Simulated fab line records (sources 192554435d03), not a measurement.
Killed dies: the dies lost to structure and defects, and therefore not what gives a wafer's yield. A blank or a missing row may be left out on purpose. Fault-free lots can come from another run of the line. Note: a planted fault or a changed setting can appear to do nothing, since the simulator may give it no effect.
Problem report in the 8D (eight disciplines) form, filled by code	flow n5-finfet	the parts of the form that need people (team, actions taken, sign-off) are left out

## 1. THE ISSUE
raw-defect-count at N5_FIN_SAQP_INSPECT_40 reads a mean of 713 on 6 wafers of 2 lots; wafers without a fault read 254 with a standard deviation of 72. Relative to the usual mean, that is a shift of +6.4 standard deviations.
The step: inspects for defects (brightfield).
First seen on wafer L935.1, day 6 08:51, on defect-inspect-01. The record has a number at this step for 29 wafers belonging to 10 lots. The rule behind "out" and "out of limits": a value lying over 4 standard deviations away from the usual mean. The rest of the wafers with a number are treated as sound.

## 2. WHAT IT IS, AND WHAT IT ISN'T
question	is	is not
which readings at this step	raw-defect-count	-
which lots	L935, L936	L918, L919, L921, L924, L925, L927, L928, L938
which wafers of those lots	all that have a number	-
read on which gauges	defect-inspect-01	defect-inspect-02
when	from day 6 08:51	up to then (20 sound wafers); but 3 sound wafers of L938 came after

## 3. THE SUSPECTS, EACH WITH WHAT RULES IT OUT
Counting: a tool stays on the suspect list if, at a process step up to the reading, it processed all lots that are out and no sound lot following the first of them.
- ruled out: the gauge at N5_FIN_SAQP_INSPECT_40. All the wafers that are out were read on defect-inspect-01, but those of them that N5_FIN_CUT_INSPECT_17 has rows for are out there too, on other tools.
- rie-diel-06 at N5_FIN_SAQP_HM_OPEN_33 (chemistry CH3F/O2, target SiNx, target depth 49.4 nm, time 70.6 s): kept. All lots that are out passed through it, beginning with L935 at day 6 08:19, and no sound lot followed; its final sound lot before that point was L925 at day 3 20:54.
The count leaves rie-diel-06 at N5_FIN_SAQP_HM_OPEN_33.

## 4. THE CAUSE (what the simulator had put in)
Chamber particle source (rie-diel-06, N5_FIN_SAQP_HM_OPEN_33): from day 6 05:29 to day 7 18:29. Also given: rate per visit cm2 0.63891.
This tool alone remained once counting was done.

## 5. THE EFFECT CHAIN, in route order
Each row: a reading whose mean over the struck wafers that have a number lies more than 3 standard deviations from the usual. Scope: only readings with a usual standard deviation given in the record; hours: median across lots of the time from each lot's start at the first step in this table that gives one to its start at this step; sigmas: change in usual standard deviations.
hours	step	reading	usual	on struck wafers	change	sigmas
0	N5_FIN_SAQP_INSPECT_40	raw-defect-count	254	713	+459	+6.4
1	N5_FIN_CUT_INSPECT_10	raw-defect-count	46	459	+413	+32
1	N5_FIN_CUT_INSPECT_17	raw-defect-count	259	704	+445	+6.3
249	N5_PASSIVATION_PROBE_49	killed-at-front-end	39	93	+54	+4.9
249	N5_PASSIVATION_PROBE_49	killed-on-rim	13	30	+16	+4.0
It contains these process steps:
- N5_PASSIVATION_PROBE_49
Later steps that measure or inspect, where all struck wafers having a row at the step show a number for every such reading and not one has moved that far: N5_FIN_CUT_CD_MEAS_08.

## 6. WHAT WOULD HAVE CAUGHT IT SOONER
Counted from the fault's start at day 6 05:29, it took 3 hours until the first out-of-limits reading at a measuring or inspecting step in this record, taken at day 6 08:51.
No tool reading at N5_FIN_SAQP_HM_OPEN_33 that has a usual standard deviation in the record was out on any struck wafer, so an alarm limit of 4 standard deviations on those readings would not have fired.
L936, from the lots that are out (2), started N5_FIN_SAQP_HM_OPEN_33 on rie-diel-06 later than day 6 08:51. Holding the tool at that time would have saved it.
